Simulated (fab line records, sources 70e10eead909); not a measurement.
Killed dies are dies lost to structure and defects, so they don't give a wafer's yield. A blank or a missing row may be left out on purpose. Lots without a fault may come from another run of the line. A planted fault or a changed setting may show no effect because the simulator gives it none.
Chamber matching | flow nand_harc | NHARC_A_STAIRCASE_TRIM_220 on rie_diel-09: 4 sister chambers
The step chemistry O2, time 211.2 s. 14 wafers are shown with their chamber, then 7 later ones without.

WAFERS WITH THEIR CHAMBER
wafer  | chamber | showerhead_plenum_p_Torr (Torr) | oes_product_au (a.u.) | rf_vpp_V (V)
L074.1 | 3       | 3.48                            | 0.979                 | 58.3
L074.4 | 2       | 3.29                            | 1.016                 | 55.7
L074.6 | 3       | 3.48                            | 0.986                 | 56.3
L081.2 | 2       | 3.28                            | 1.001                 | 55.7
L081.3 | 3       | 3.47                            | 0.978                 | 58.6
L081.4 | 0       | 3.76                            | 1.018                 | 56.2
L080.2 | 0       | 3.76                            | 1.010                 | 59.0
L080.3 | 3       | 3.47                            | 0.988                 | 55.7
L080.4 | 2       | 3.28                            | 1.011                 | 57.9
L082.3 | 1       | 3.49                            | 0.981                 | 58.3
L082.5 | 1       | 3.49                            | 0.985                 | 59.1
L082.6 | 0       | 3.76                            | 1.016                 | 57.6
L090.2 | 1       | 3.48                            | 1.008                 | 58.1
L090.5 | 0       | 3.74                            | 0.972                 | 57.8

SIGNATURES (means of the wafers above)
reading                  | chamber 0 | chamber 1 | chamber 2 | chamber 3 | scatter within a chamber
showerhead_plenum_p_Torr | 3.7550    | 3.4867    | 3.2833    | 3.4750    | 0.0073
oes_product_au           | 1.00400   | 0.99133   | 1.00933   | 0.98275   | 0.0142
rf_vpp_V                 | 57.650    | 58.500    | 56.433    | 57.225    | 1.18
Rule: a wafer's distance from a chamber is the root of the sum, over the readings, of the square of ((its reading less the chamber's mean) divided by the reading's scatter). The wafer belongs to the nearest chamber; if the next one is less than 2 further off, it can't be placed. The scatter: the root of (the sum of the squares of (reading less its chamber's mean) over the shown wafers, divided by (wafers less chambers)).

WAFERS WITHOUT THEIR CHAMBER
wafer  | showerhead_plenum_p_Torr (Torr) | oes_product_au (a.u.) | rf_vpp_V (V)
L090.6 | 3.46                            | 1.006                 | 58.5
L094.2 | 3.74                            | 0.987                 | 58.7
L094.4 | 3.45                            | 0.990                 | 57.3
L094.5 | 3.47                            | 1.011                 | 59.6
L097.1 | 3.47                            | 1.015                 | 58.5
L097.2 | 3.79                            | 1.005                 | 57.4
L097.3 | 3.44                            | 0.992                 | 56.4

WHICH CHAMBER EACH WENT THROUGH
wafer  | from the rows above     | in truth
L090.6 | can't be placed: 3 or 1 | 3
L094.2 | 0                       | 0
L094.4 | can't be placed: 3 or 1 | 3
L094.5 | can't be placed: 1 or 3 | 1
L097.1 | can't be placed: 3 or 1 | 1
L097.2 | 0                       | 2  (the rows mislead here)
L097.3 | can't be placed: 3 or 1 | 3
Placed correctly: 1 of 7. Can't be placed from these rows: 5 (the true chamber is among the candidates in 5). Placed wrongly: 1.
